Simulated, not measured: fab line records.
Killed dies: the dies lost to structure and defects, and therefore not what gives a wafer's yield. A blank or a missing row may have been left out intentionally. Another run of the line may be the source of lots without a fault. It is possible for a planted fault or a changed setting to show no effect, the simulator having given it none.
Chamber matching + flow nand-harc + NHARC_A_STAIRCASE_ETCH_313 on rie-diel-13: 4 sister chambers
The step etches the open film in CF4/CHF3. 8 wafers are shown with their chamber, then 7 later ones without.

## WAFERS WITH THEIR CHAMBER
| wafer  | chamber | showerhead-plenum-p-Torr (Torr) | rf-vpp-V (V) |
|--------|---------|---------------------------------|--------------|
| L080.6 | 1       | 1.68                            | 374.1        |
| L082.3 | 3       | 1.56                            | 370.7        |
| L082.6 | 2       | 1.51                            | 369.0        |
| L087.4 | 1       | 1.68                            | 374.9        |
| L087.5 | 3       | 1.56                            | 369.0        |
| L087.6 | 2       | 1.50                            | 367.7        |
| L089.1 | 0       | 1.60                            | 372.2        |
| L089.5 | 0       | 1.60                            | 371.5        |

## WAFERS WITHOUT THEIR CHAMBER
| wafer  | showerhead-plenum-p-Torr (Torr) | rf-vpp-V (V) |
|--------|---------------------------------|--------------|
| L089.6 | 1.68                            | 375.7        |
| L091.3 | 1.50                            | 368.5        |
| L091.5 | 1.68                            | 372.6        |
| L091.6 | 1.60                            | 370.4        |
| L092.1 | 1.50                            | 369.9        |
| L092.3 | 1.68                            | 373.0        |
| L092.4 | 1.56                            | 369.7        |

## WHICH CHAMBER EACH WENT THROUGH
| wafer  | from the rows above | in truth |
|--------|---------------------|----------|
| L089.6 | 1                   | 1        |
| L091.3 | 2                   | 2        |
| L091.5 | 1                   | 1        |
| L091.6 | 0                   | 0        |
| L092.1 | 2                   | 2        |
| L092.3 | 1                   | 1        |
| L092.4 | 3                   | 3        |
Placed correctly: 7 of 7. Left unplaced by these rows: 0. Wrongly placed: 0.
How it was worked out, from the rows above alone: a wafer's distance from a chamber is the root of the sum, over the readings, of the square of ((its reading less the chamber's mean) divided by the reading's scatter). The wafer belongs to the nearest chamber; if the next one is less than 2 further off, it can't be placed. For every chamber, the mean is computed from those of its wafers that are shown. How the scatter is found: for the shown wafers, subtract from each reading the mean of its chamber, square and add these, divide the total by (wafers less chambers), then take the root.
